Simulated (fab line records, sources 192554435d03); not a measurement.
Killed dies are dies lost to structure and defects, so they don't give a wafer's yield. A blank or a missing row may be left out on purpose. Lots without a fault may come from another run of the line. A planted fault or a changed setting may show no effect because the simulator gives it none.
fab line records | flow n5_finfet
record lots=7 wafers=19 last_day=17
route steps=1938 shown BEOL_M15@1808 PASSIVATION@1936
lots that met no fault: from a run of the same line without faults
start_h: hours from the record's first day to the start of the lot's first wafer shown | wait_h: hours since the lot's step before | " the same as in the row above | L1.1+2: a row that stands for several wafers | - no value, or no start given | * or withheld: withheld | < > ~ a bound
route shown NAME@n: a module of which the file shows steps, and the number in the route of the first | usual: mean/standard deviation of fault-free wafers | same: alike in all rows | chamber/n: place in a boat | sites: the reading at each site | _std_site: their standard deviation | _edge_site: outer sites' mean less inner sites' | radius_mm: how far each site lies from the wafer's centre | mask NAME#n: copy n | behind: the tool/chamber that last shaped the wafer | hold: why the lot was held/for how many hours/how that ended | device: the transistor (n, p or np) that didn't switch | end of line: the same wafers' tests at the end of the route | a step without rows: its recipe alone | killed: dies lost to structure and defects at the first sort, not the wafer's yield | map: a wafer's dies, x killed, . not, _ none there
set.NAME: the setting as run; set.NAME@STEP: as run at that earlier step | model.NAME: the simulator's own value behind a step, which no gauge read
lots at some steps of the route; a table a step, a row a wafer
services: from which hour (start_h, from the record's first day; less than 0 if before it) a tool's chamber was out of use, for how many hours, and why
## steps
# step N5_BEOL_M15_ETCH_61
# recipe chemistry=N2/H2 target=BARC target_depth_a=890 overetch_a=267 time_s=67.9 ion_energy_ev=200 pressure_mtorr=30 source_w=840 bias_w=150 n2_flow_sccm=200 h2_flow_sccm=200
# usual bias_w=150.0/0.46 chamber_pressure_mTorr=30.001/0.027 drypump_motor_current_A=5.7/0.43 n2_flow_sccm=200.0/0.61 oes_product_au=0.68/0.061 rf_vpp_V=524.0/2 showerhead_plenum_p_Torr=2.55/0.069 throttle_valve_pct=18.0/0.32
# columns lot.wafer tool chamber start_h wait_h bias_w chamber_pressure_mTorr drypump_motor_current_A n2_flow_sccm oes_product_au rf_hours_counter_h rf_vpp_V showerhead_plenum_p_Torr throttle_valve_pct
L998.1 rie_diel-05 3 248.37 0.0 149.2 30.054 5.9 200.0 0.63 192 526.8 2.64 18.4
L998.2 " 2 " " 150.3 29.953 5.9 199.2 0.66 121 523.4 2.55 17.9
L998.5 " 2 " " 150.4 29.975 5.9 200.0 0.67 - 525.2 2.55 17.9
L102.3 rie_diel-05 2 288.18 0.0 149.8 30.012 5.9 200.0 0.65 135 523.4 2.54 18.0
L102.5 " 1 " " 150.3 29.990 5.9 200.7 0.70 - 522.7 2.46 17.6
L102.6 " 2 " " 150.0 30.023 6.0 200.5 0.65 - 524.5 2.54 18.0
L110.1 rie_diel-04 1 340.00 0.0 150.4 29.988 6.5 200.4 0.69 90 524.0 2.54 17.9
L110.5 " 2 " " 150.4 30.037 5.3 199.6 0.72 - 524.6 2.59 17.7
L110.6 " 1 " " 150.7 30.006 6.5 199.8 0.70 - 525.5 2.54 17.9
L114.3 rie_diel-05 1 348.85 0.0 150.4 30.000 5.8 200.2 0.68 92 520.9 2.45 17.6
L114.6 " 0 " " 149.8 30.039 5.0 201.1 0.64 - 522.5 2.54 18.4
L113.2 rie_diel-05 2 352.56 0.0 149.9 29.976 5.9 200.8 0.65 154 524.4 2.53 18.0
L113.6 " 1 " " 149.7 29.972 5.8 199.7 0.68 - 522.3 2.45 17.6
L117.1 rie_diel-05 1 379.57 0.0 150.1 30.024 5.8 199.8 0.68 102 521.6 2.45 17.7
L117.3 " 0 " " 149.7 29.998 5.0 200.5 0.64 189 524.3 2.53 18.4
L117.6 " 1 " " 150.6 29.974 5.9 200.2 0.67 - 522.4 2.45 17.6
L119.1 rie_diel-04 0 382.49 0.0 149.9 30.031 5.4 199.8 0.62 188 521.7 2.43 18.2
L119.5 " 2 " " 149.9 30.032 5.2 201.5 0.71 - 525.1 2.59 17.7
L119.6 " 3 " " 150.6 29.975 5.4 199.0 0.70 - 525.3 2.57 17.8
# step N5_BEOL_M15_TRENCH_ETCH_34
# recipe chemistry=C4F8/O2/Ar target=SiO2 target_depth_a=8729.3 he_inner_torr=15 he_outer_torr=30 time_s=199 ion_energy_ev=800 pressure_mtorr=20 source_w=1905 bias_w=2040 Ar_flow_sccm=400 C4F8_flow_sccm=16 O2_flow_sccm=12
# step N5_BEOL_M15_STRIP_36
# recipe chemistry=O2 power_w=600 temp_c=60 pressure_mtorr=30 rf_frequency_hz=6e+07 bias_power_w=0 overash_fraction=0.3 o2_flow_sccm=225
# step N5_BEOL_M15_STRIP_62
# recipe chemistry=O2 power_w=600 temp_c=60 pressure_mtorr=30 rf_frequency_hz=6e+07 bias_power_w=0 overash_fraction=0.3 o2_flow_sccm=225
# usual chamber_pressure_mTorr=29.999/0.027 drypump_motor_current_A=5.7/0.42 oes_product_au=0.78/0.074 rf_vpp_V=3.6/0.46 showerhead_plenum_p_Torr=2.09/0.056 throttle_valve_pct=16.76/0.26
# columns lot.wafer tool chamber start_h wait_h chamber_pressure_mTorr drypump_motor_current_A oes_product_au rf_hours_counter_h rf_vpp_V showerhead_plenum_p_Torr throttle_valve_pct
L998.1 rie_diel-05 0 - - 30.006 5.0 0.77 149 4.8 2.08 16.98
L998.2 " 3 " " 29.970 5.8 0.73 192 3.2 2.15 16.98
L998.5 " 0 " " 30.002 5.0 0.78 - 3.2 2.08 16.99
L102.3 rie_diel-02 1 - - 30.031 6.3 0.96 7 3.9 2.25 16.54
L102.5 " 3 " " 29.947 5.7 0.66 - 3.0 2.06 17.16
L102.6 " 1 " " 30.030 6.3 0.96 - 3.5 2.24 16.52
L110.1 rie_diel-04 1 - - 29.974 6.4 0.83 90 3.7 2.11 16.75
L110.5 " 0 " " 30.016 5.4 0.74 - 3.5 2.01 16.77
L110.6 " 1 " " 30.027 6.4 0.82 - 3.6 2.11 16.76
L114.3 rie_diel-05 1 - - 29.992 5.8 0.80 92 3.6 2.01 16.40
L114.6 " 1 " " 30.062 5.9 0.80 - 3.9 2.01 16.39
L113.2 rie_diel-05 2 - - 29.943 5.9 0.76 155 3.7 2.10 16.82
L113.6 " 2 " " 29.988 5.9 0.74 - 4.3 2.10 16.84
L117.1 rie_diel-02 2 - - 29.993 6.0 0.69 213 3.4 2.07 17.11
L117.3 " 0 " " 30.009 6.1 0.88 31 4.3 2.13 16.58
L117.6 " 2 " " 29.992 6.0 0.70 - 3.8 2.07 17.11
L119.1 rie_diel-02 1 - - 30.010 6.3 0.89 39 3.7 2.23 16.59
L119.5 " 0 " " 30.053 6.1 0.87 - 3.1 2.13 16.59
L119.6 " 1 " " 30.027 6.3 0.89 - 3.3 2.23 16.61
# step N5_BEOL_M15_STRIP_37
# recipe chemistry=O2 power_w=600 temp_c=60 pressure_mtorr=30 rf_frequency_hz=6e+07 bias_power_w=0 overash_fraction=0.3 o2_flow_sccm=225
# usual chamber_pressure_mTorr=30.00/0.039 drypump_motor_current_A=5.7/0.42 oes_product_au=0.78/0.074 rf_vpp_V=3.7/0.66 showerhead_plenum_p_Torr=2.09/0.056 throttle_valve_pct=16.76/0.26
# columns lot.wafer tool chamber start_h wait_h chamber_pressure_mTorr drypump_motor_current_A oes_product_au rf_hours_counter_h rf_vpp_V showerhead_plenum_p_Torr throttle_valve_pct
L998.1 rie_diel-05 0 - - 30.04 5.0 0.78 149 4.3 2.08 16.98
L998.2 " 3 " " 30.02 5.8 0.72 192 4.1 2.15 16.98
L998.5 " 0 " " 29.97 5.0 0.77 - 3.6 2.08 16.98
L102.3 rie_diel-02 1 - - 29.98 6.3 0.96 7 3.1 2.25 16.52
L102.5 " 3 " " 30.03 5.7 0.65 - 4.9 2.06 17.19
L102.6 " 1 " " 29.95 6.3 0.96 - 3.6 2.25 16.53
L110.1 rie_diel-04 1 - - 29.95 6.5 0.81 90 3.5 2.11 16.75
L110.5 " 0 " " 29.98 5.4 0.74 - 4.6 2.01 16.76
L110.6 " 1 " " 30.03 6.4 0.82 - 3.9 2.11 16.75
L114.3 rie_diel-05 1 - - 30.06 5.8 0.80 92 4.3 2.01 16.41
L114.6 " 1 " " 29.99 5.8 0.80 - 4.6 2.01 16.41
L113.2 rie_diel-05 2 - - 30.04 5.9 0.75 155 4.1 2.10 16.82
L113.6 " 2 " " 29.96 5.9 0.74 - 3.1 2.10 16.83
L117.1 rie_diel-02 2 - - 30.01 5.9 0.70 213 3.9 2.07 17.14
L117.3 " 0 " " 30.03 6.1 0.88 31 2.9 2.13 16.57
L117.6 " 2 " " 30.02 6.0 0.69 - 2.6 2.07 17.11
L119.1 rie_diel-02 1 - - 29.94 6.3 0.89 39 3.4 2.23 16.60
L119.5 " 0 " " 29.99 6.1 0.87 - 2.8 2.13 16.56
L119.6 " 1 " " 30.03 6.3 0.90 - 3.0 2.23 16.59
# step N5_BEOL_M15_ETCH_38
# recipe chemistry=CF4/N2 target=SiCN target_depth_a=1064 taper_deg=2 time_s=120.5 ion_energy_ev=150 mask_material=SiO2 pressure_mtorr=40 source_w=430 bias_w=70 Ar_flow_sccm=100 cf4_flow_sccm=60 n2_flow_sccm=60
# usual bias_w=69.98/0.21 cf4_flow_sccm=59.97/0.16 chamber_pressure_mTorr=40.00/0.034 drypump_motor_current_A=5.7/0.42 n2_flow_sccm=60.00/0.17 oes_product_au=0.79/0.071 rf_vpp_V=382.4/1.5 showerhead_plenum_p_Torr=2.21/0.055 throttle_valve_pct=15.56/0.27
# columns lot.wafer tool chamber start_h wait_h bias_w cf4_flow_sccm chamber_pressure_mTorr drypump_motor_current_A n2_flow_sccm oes_product_au rf_hours_counter_h rf_vpp_V showerhead_plenum_p_Torr throttle_valve_pct
L998.1 rie_diel-05 0 - - 70.10 59.93 40.02 5.0 59.73 0.78 149 381.3 2.21 15.86
L998.2 " 3 " " 70.23 59.52 40.02 5.9 59.75 0.72 192 385.0 2.29 15.90
L998.5 " 0 " " 70.02 59.95 40.03 5.0 60.08 0.78 - 383.2 2.21 15.85
L102.3 rie_diel-02 1 - - 69.70 60.09 40.03 6.3 59.96 0.95 7 386.1 2.34 15.21
L102.5 " 3 " " 69.83 60.02 40.00 5.7 60.26 0.66 - 380.3 2.15 15.90
L102.6 " 1 " " 69.79 60.09 40.10 6.3 60.06 0.94 - 386.3 2.34 15.21
L110.1 rie_diel-04 1 - - 69.54 59.88 40.02 6.4 59.95 0.83 90 381.4 2.21 15.52
L110.5 " 0 " " 69.98 59.89 40.01 5.4 59.98 0.76 - 380.1 2.11 15.48
L110.6 " 1 " " 70.14 59.90 39.96 6.4 60.05 0.83 - 383.3 2.21 15.52
L114.3 rie_diel-05 1 - - 69.87 59.89 39.99 5.9 60.05 0.80 92 381.2 2.15 15.35
L114.6 " 1 " " 69.80 60.00 40.05 5.8 60.04 0.80 - 380.7 2.15 15.33
L113.2 rie_diel-05 2 - - 69.78 60.16 39.99 5.9 59.80 0.75 155 382.5 2.20 15.58
L113.6 " 2 " " 69.88 60.16 39.94 5.9 59.54 0.76 - 383.6 2.20 15.55
L117.1 rie_diel-02 2 - - 69.97 59.89 39.98 6.0 59.88 0.69 213 382.7 2.19 15.94
L117.3 " 0 " " 69.70 60.24 40.05 6.1 59.89 0.87 31 383.0 2.24 15.37
L117.6 " 2 " " 69.87 60.02 40.02 5.9 59.90 0.69 - 381.8 2.20 15.93
L119.1 rie_diel-02 1 - - 69.98 59.76 40.00 6.3 59.96 0.87 39 386.6 2.33 15.26
L119.5 " 0 " " 70.03 60.01 40.05 6.1 59.83 0.87 - 383.3 2.24 15.36
L119.6 " 1 " " 69.89 59.90 39.95 6.3 59.90 0.87 - 386.0 2.33 15.28
# step N5_BEOL_M15_PRECLEAN_39
# recipe chemistry=residue_remover time_s=60 temp_c=40
# step N5_BEOL_M15_SRD_40
# recipe time_s=30 temp_c=23 rinse_liquid=diw dry=n2_spin spin_rpm=1500 dry_time_s=30
# step N5_BEOL_M15_DEGAS_41
# recipe ambient=vacuum temp_c=300 time_s=60
# step N5_BEOL_M15_PRE_CLEAN_42
# recipe gas=H2/He time_s=30 temp_c=300
# step N5_BEOL_M15_SPUTTER_43
# recipe material=TaN target_thk_a=150 temp_c=50 bias_v=168.6 power_w=15000 chamber_pressure_pa=0.12 time_s=24.19
# step N5_BEOL_M15_SPUTTER_44
# recipe material=Ta target_thk_a=150 temp_c=50 bias_v=80 power_w=15000 chamber_pressure_pa=0.07 time_s=24.19
# usual chamber_pressure_pa=0.06998/0.00014 susceptor_temp_C=50.00/0.11 throttle_valve_pct=30.4/1.2
# columns lot.wafer tool chamber start_h wait_h chamber_pressure_pa susceptor_temp_C throttle_valve_pct model.Ta_of_BEOL_M15_SPUTTER_44.thk_nm
L998.1 pvd_sputter-03 - 250.88 0.0 0.0701 50.05 29.6 14.6
L998.2 " - " " 0.07008 49.88 30.4 14.8
L998.5 " - " " 0.07005 49.90 30.5 15
L102.3 pvd_sputter-01 - 291.66 0.0 0.06987 50.01 31.5 14.8
L102.5 " - " " 0.07005 49.89 31.6 14.6
L102.6 " - " " 0.07004 50.09 32.1 14.8
L110.1 pvd_sputter-01 - 341.25 0.0 0.07013 49.91 30.9 15
L110.5 " - " " 0.07007 49.98 31.9 15
L110.6 " - " " 0.07004 - 31.9 11.6
L114.3 pvd_sputter-01 - 350.12 0.0 0.07016 50.07 30.9 15.2
L114.6 " - " " 0.07003 - 31.8 12
L113.2 pvd_sputter-01 - 356.80 0.0 0.06994 - 31.4 11.8
L113.6 " - " " 0.0699 - 31.3 11.8
L117.1 pvd_sputter-02 - 384.43 0.0 0.06989 50.02 28.3 15
L117.3 " - " " 0.07012 50.18 27.9 15.2
L117.6 " - " " 0.07037 50.03 28.3 15.2
L119.1 pvd_sputter-03 - 384.78 0.0 0.07008 49.82 31.1 14.8
L119.5 " - " " 0.06995 50.26 30.8 15
L119.6 " - " " 0.07016 50.06 29.6 14.8
# step N5_BEOL_M15_SPUTTER_45
# recipe material=Cu target_thk_a=1000 temp_c=-20 bias_v=60 power_w=26000 chamber_pressure_pa=0.13 time_s=16.67
# step N5_BEOL_M15_ECD_47
# recipe material=Cu target_thk_a=18600
# step N5_BEOL_M15_ANNEAL_48
# recipe temp_c=225 time_s=90 ambient=N2
# usual anneal_temp_c=225.01/0.19 wafer_temp_C_max=226.7/0.39
# columns lot.wafer tool chamber start_h wait_h anneal_temp_c wafer_temp_C_max
L998.1 rtp_anneal-02 0 251.37 0.2 225.24 226.3
L998.2 " 0 " " 225.05 226.6
L998.5 " 0 " " 225.18 226.3
L102.3 rtp_anneal-02 0 293.53 1.5 225.24 227.3
L102.5 " 0 " " 224.74 226.5
L102.6 " 0 " " 224.85 226.7
L110.1 rtp_anneal-02 0 341.69 0.2 224.69 227.1
L110.5 " 0 " " 224.79 226.9
L110.6 " 0 " " 225.25 226.9
L114.3 rtp_anneal-01 0 350.76 0.3 225.08 226.2
L114.6 " 0 " " 225.26 226.5
L113.2 rtp_anneal-01 0 357.29 0.2 224.73 226.6
L113.6 " 0 " " 224.73 226.9
L117.1 rtp_anneal-02 0 385.08 0.3 225.06 226.6
L117.3 " 0 " " 225.17 226.7
L117.6 " 0 " " 225.06 226.9
L119.1 rtp_anneal-02 0 385.62 0.6 225.08 226.3
L119.5 " 0 " " 224.80 227.4
L119.6 " 0 " " 224.91 226.5
# step N5_BEOL_M15_CMP_49
# recipe stop_on=SiO2 t_overpolish_s=4.9 down_force_psi=2 platen_rpm=80 clearing_platen_down_force_psi=2 clearing_platen_rpm=80 post_cmp_clean=cu_alkaline target_thk_nm=850 clearing_platen_pad_velocity_m_s=1.5917 pad_velocity_m_s=1.5917
# usual barrier_field_endpoint_s=11.4/0.31 edge_zone_pressure_frac=1.000/0.0047 motor_current_A=7.8/0.66
# columns lot.wafer tool chamber start_h wait_h barrier_field_endpoint_s edge_zone_pressure_frac motor_current_A
L998.1 cmp-03 2 251.71 0.3 10.8 1.009 8.2
L998.2 " 3 " " 11.2 1.001 7.9
L998.5 " 1 " " 11.5 0.996 6.9
L102.3 cmp-01 2 293.73 0.2 11.3 1.009 7.2
L102.6 " 2 " " 11.2 1.008 7.7
L102.5 " 3 " " 10.9 1.007 8.6
L110.1 cmp-03 0 342.06 0.3 11.3 0.998 6.9
L110.6 " 2 " " 10.1 0.998 8.4
L110.5 " 3 " " 11.4 1.002 8.2
L114.3 cmp-04 0 351.08 0.3 12.0 1.001 8.9
L114.6 " 2 " " 10.3 1.002 6.6
L113.2 cmp-04 1 357.65 0.3 10.5 0.994 7.4
L113.6 " 2 " " 10.5 1.009 6.7
L117.3 cmp-01 0 385.37 0.2 11.2 0.993 8.9
L117.1 " 2 " " 11.3 1.001 7.4
L117.6 " 0 " " 11.1 0.999 9.3
L119.1 cmp-01 3 385.93 0.3 10.5 1.003 8.8
L119.6 " 3 " " 10.7 0.997 8.1
L119.5 " 0 " " 11.0 1.000 8.9
# step N5_BEOL_M15_THK_MEAS_50
# recipe thk_meas_gauge=xrf reads=Cu_of_BEOL_M15_ECD_47
# usual M15_THK=828/16
# columns lot.wafer tool chamber start_h wait_h M15_THK[nm]
L998.1 film_metro-02 - 251.96 - 794
L998.2 " - " " 835
L998.5 " - " " 840
L102.3 film_metro-01 - 294.03 - 822
L102.5 " - " " 818
L102.6 " - " " 825
L110.1 film_metro-01 - 342.28 - 832
L110.5 " - " " 839
L110.6 " - " " 842
L114.3 film_metro-02 - 351.27 - 834
L114.6 " - " " 815
L113.2 film_metro-02 - 357.83 - 843
L113.6 " - " " 833
L117.1 film_metro-01 - 385.67 - 826
L117.3 " - " " 814
L117.6 " - " " 821
L119.1 film_metro-01 - 386.22 - 819
L119.5 " - " " 832
L119.6 " - " " 814
# step N5_PASSIVATION_PROBE_49
# usual defect_limited_yield=91.2/1.4 killed_at_M0_to_M3=32/10 killed_at_M4_up=14/6.2 killed_at_contacts=12/6.3 killed_at_front_end=42/13 killed_at_other=4/3.4 killed_dies=104/17 killed_open=67/12 killed_short=34/8.1 sort_bin_4_leakage=0.02/0.13 sort_bin_5_function=5.2/0.93 sort_bin_6_memory=3.2/0.65 sort_n_pass=1075/16 sort_yield_pct=91.1/1.4
# same gross_dies=1180 killed_at_back_side=0 sort_bin_8_speed[%]=0
# columns lot.wafer tool chamber start_h wait_h defect_limited_yield[%] killed_at_M0_to_M3 killed_at_M4_up killed_at_contacts killed_at_front_end killed_at_other killed_dies killed_open killed_short sort_bin_4_leakage[%] sort_bin_5_function[%] sort_bin_6_memory[%] sort_n_pass sort_yield_pct[%]
L998.1 prober-01 - 266.43 0.0 91.9 30 19 11 31 4 95 63 32 0 4.5 3.3 1085 91.9
L998.2 prober-01 - 266.48 0.1 90.6 43 12 18 34 4 111 62 49 0 5.6 3.6 1069 90.6
L998.5 prober-01 - 266.63 0.2 92.6 25 13 8 35 6 87 51 35 0 4.7 2.4 1093 92.6
L110.1 prober-02 - 354.89 0.0 90.5 18 14 26 50 4 112 71 40 0 5.3 3.7 1068 90.5
L110.5 prober-02 - 355.09 0.2 87.5 26 15 16 89 1 147 98 48 0 7.9 4.4 1033 87.5
L110.6 prober-02 - 355.14 0.3 90.3 33 12 12 53 4 114 79 33 0 5.8 3.4 1066 90.3
L114.3 prober-01 - 367.64 0.1 90.3 35 22 9 47 2 115 76 37 0 5.9 3.1 1065 90.3
L114.6 prober-01 - 367.79 0.3 91.2 27 31 6 39 1 104 69 34 0 5.3 3.2 1076 91.2
L113.2 prober-02 - 372.06 0.1 89.7 23 17 7 66 8 121 86 34 0 5.5 4.2 1059 89.7
L113.6 prober-02 - 372.26 0.3 91.5 24 10 11 50 5 100 63 37 0.85 5.5 2.9 1070 90.7
# killed by level:class
L998.1 MOL_CONTACT_COAG:geometric_particle:open=11 BEOL_M0_SAQP:geometric_particle:open=9 ILD0:geometric_particle:open=6 FIN_SAQP:geometric_particle:short=5 GATE_CUT:geometric_particle:short=5 BEOL_M0_SAQP:geometric_particle:short=5 STI_FIN_REVEAL:geometric_particle:open=4 BEOL_M1:geometric_particle:open=4
L998.2 FIN_SAQP:geometric_particle:short=14 MOL_CONTACT_COAG:geometric_particle:open=14 BEOL_M1:geometric_particle:open=9 BEOL_M0_SAQP:geometric_particle:short=7 BEOL_M0_SAQP:geometric_particle:open=7 BEOL_M2:geometric_particle:open=7 BEOL_M3:geometric_particle:short=6 FIN_SAQP:geometric_particle:open=5
L998.5 FIN_SAQP:geometric_particle:short=11 BEOL_M0_SAQP:geometric_particle:open=8 MOL_CONTACT_COAG:geometric_particle:open=7 BEOL_M1:geometric_particle:open=7 BEOL_M0_SAQP:geometric_particle:short=6 GATE_CUT:geometric_particle:short=5 STI_FIN_REVEAL:geometric_particle:open=4 BEOL_M6:geometric_particle:open=4
L110.1 MOL_CONTACT_COAG:geometric_particle:open=17 STI_FIN_REVEAL:geometric_particle:open=15 FIN_SAQP:geometric_particle:short=12 BEOL_M4:geometric_particle:open=10 MOL_CONTACT_COAG:geometric_particle:short=9 FIN_SAQP:geometric_particle:open=5 BEOL_M2:geometric_particle:open=5 STARTING-WAFER:geometric_particle:open=5
L110.5 STI_FIN_REVEAL:geometric_particle:open=31 FIN_SAQP:geometric_particle:short=22 FIN_SAQP:geometric_particle:open=13 MOL_CONTACT_COAG:geometric_particle:open=13 BEOL_M0_SAQP:geometric_particle:short=8 BEOL_M0_SAQP:geometric_particle:open=7 BEOL_M4:geometric_particle:open=7 GATE_CUT:geometric_particle:short=5
L110.6 STI_FIN_REVEAL:geometric_particle:open=16 FIN_SAQP:geometric_particle:short=13 BEOL_M3:geometric_particle:open=11 MOL_CONTACT_COAG:geometric_particle:open=11 FIN_SAQP:geometric_particle:open=8 BEOL_M0_SAQP:geometric_particle:open=7 BEOL_M4:geometric_particle:open=6 DUMMY_GATE:geometric_particle:open=4
L114.3 GATE_CUT:geometric_particle:short=8 BEOL_M0_SAQP:geometric_particle:short=8 FIN_SAQP:geometric_particle:open=7 MOL_CONTACT_COAG:geometric_particle:open=7 BEOL_M0_SAQP:geometric_particle:open=7 BEOL_M0:geometric_particle:open=6 STI_FIN_REVEAL:geometric_particle:open=5 SPACER0:geometric_particle:open=5
L114.6 BEOL_M4:geometric_particle:open=15 BEOL_M0_SAQP:geometric_particle:open=9 BEOL_M0_SAQP:geometric_particle:short=9 BEOL_M4:geometric_particle:short=6 DUMMY_GATE:geometric_particle:open=6 MOL_CONTACT_COAG:geometric_particle:open=6 FIN_SAQP:geometric_particle:open=5 BEOL_M2:geometric_particle:open=5
L113.2 STI_FIN_REVEAL:geometric_particle:open=23 FIN_SAQP:geometric_particle:open=12 BEOL_M4:geometric_particle:open=7 FIN_SAQP:geometric_particle:short=6 DUMMY_GATE:geometric_particle:open=6 BEOL_M1:geometric_particle:open=6 BEOL_M8:geometric_particle:open=6 STI_FIN_REVEAL:geometric_particle:short=4
L113.6 STI_FIN_REVEAL:geometric_particle:open=17 MOL_CONTACT_COAG:geometric_particle:open=11 FIN_SAQP:geometric_particle:short=10 FIN_SAQP:geometric_particle:open=6 BEOL_M3:geometric_particle:open=6 BEOL_M0_SAQP:geometric_particle:short=4 STI_FIN_REVEAL:geometric_particle:short=3 DUMMY_GATE:geometric_particle:open=3
## services
# columns tool chamber start_h hours kind
rie_diel-05 2 233.75 3.4 repair
cmp-01 - 235.74 4.0 pm
cmp-01 - 239.74 5.7 pm
rtp_anneal-01 - 244.69 2.8 pm
cmp-04 - 246.18 0.4 repair
rie_diel-02 1 255.03 - clean
rie_diel-02 1 255.03 - consumable_replace:focus_ring
rie_diel-02 1 255.03 - consumable_replace:showerhead
rie_diel-02 1 255.03 15.8 scheduled_down
rie_diel-02 1 255.03 15.8 vent_cycle
rie_diel-02 - 256.05 0.7 repair
cmp-01 - 258.42 2.3 repair
rie_diel-02 0 260.26 18.6 repair
cmp-03 - 277.42 1.1 repair
cmp-04 - 295.26 0.6 repair
cmp-04 - 303.85 2.2 repair
rie_diel-04 1 309.85 1.3 repair
cmp-04 - 316.98 1.5 repair
cmp-01 - 328.54 0.9 repair
cmp-03 - 328.99 4.0 pm
cmp-01 - 334.46 2.0 repair
cmp-01 - 344.40 0.6 repair
cmp-01 - 350.34 0.8 repair
cmp-04 - 369.61 6.1 pm
## key
first_sign step=N5_BEOL_M15_CMP_49 reading=barrier_field_endpoint_s direction=down sigmas=3.4 usual=11.4 struck=10.4
effect none on later readings
model_effect step=N5_BEOL_M15_SPUTTER_44 value=Ta_of_BEOL_M15_SPUTTER_44.thk_nm without=15.1 struck=11.8
met_at N5_BEOL_M15_SPUTTER_44
struck_wafers L110.6,L113.2,L113.6,L114.6
onset_between 291.66 341.25
fault kind=process_parameter_drift tool=pvd_sputter-01 chamber=- onset_h=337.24 steps=N5_BEOL_M15_SPUTTER_44 channel=time_s offset=* shape=step end_h=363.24 scope=struck_wafers_only acts_in=* stated=*
